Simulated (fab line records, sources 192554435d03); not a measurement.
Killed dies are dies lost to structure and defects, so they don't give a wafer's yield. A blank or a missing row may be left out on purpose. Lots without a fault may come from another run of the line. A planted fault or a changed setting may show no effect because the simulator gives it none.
Chamber matching | flow n5_finfet | N5_BEOL_M9_ETCH_65 on rie_diel-04: 4 sister chambers
The step etches SiARC in CF4, target depth 15.6 nm, time 26 s. 8 wafers are shown with their chamber, then 7 later ones without.

WAFERS WITH THEIR CHAMBER
wafer  | chamber | drypump_motor_current_A (A) | throttle_valve_pct (%)
L078.2 | 1       | 5.2                         | 15.80
L078.4 | 2       | 6.2                         | 15.88
L078.5 | 2       | 6.2                         | 15.87
L078.6 | 3       | 6.2                         | 15.85
L083.5 | 3       | 6.2                         | 15.85
L083.6 | 0       | 4.8                         | 15.41
L081.1 | 1       | 5.1                         | 15.33
L081.4 | 0       | 4.8                         | 15.42

WAFERS WITHOUT THEIR CHAMBER
wafer  | drypump_motor_current_A (A) | throttle_valve_pct (%)
L081.5 | 6.2                         | 15.86
L089.2 | 6.2                         | 15.89
L089.5 | 6.2                         | 15.88
L089.6 | 4.8                         | 15.46
L092.1 | 5.2                         | 15.35
L092.4 | 6.2                         | 15.92
L092.6 | 4.8                         | 15.44

WHICH CHAMBER EACH WENT THROUGH
wafer  | from the rows above     | in truth
L081.5 | can't be placed: 3 or 2 | 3
L089.2 | can't be placed: 2 or 3 | 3
L089.5 | can't be placed: 2 or 3 | 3
L089.6 | 0                       | 0
L092.1 | 1                       | 1
L092.4 | can't be placed: 2 or 3 | 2
L092.6 | 0                       | 0
Placed correctly: 3 of 7. Can't be placed from these rows: 4 (the true chamber is among the candidates in 4). Placed wrongly: 0.
How it was worked out, from the rows above alone: a wafer's distance from a chamber is the root of the sum, over the readings, of the square of ((its reading less the chamber's mean) divided by the reading's scatter). The wafer belongs to the nearest chamber; if the next one is less than 2 further off, it can't be placed. A chamber's mean is the mean of its shown wafers. The scatter: the root of (the sum of the squares of (reading less its chamber's mean) over the shown wafers, divided by (wafers less chambers)).
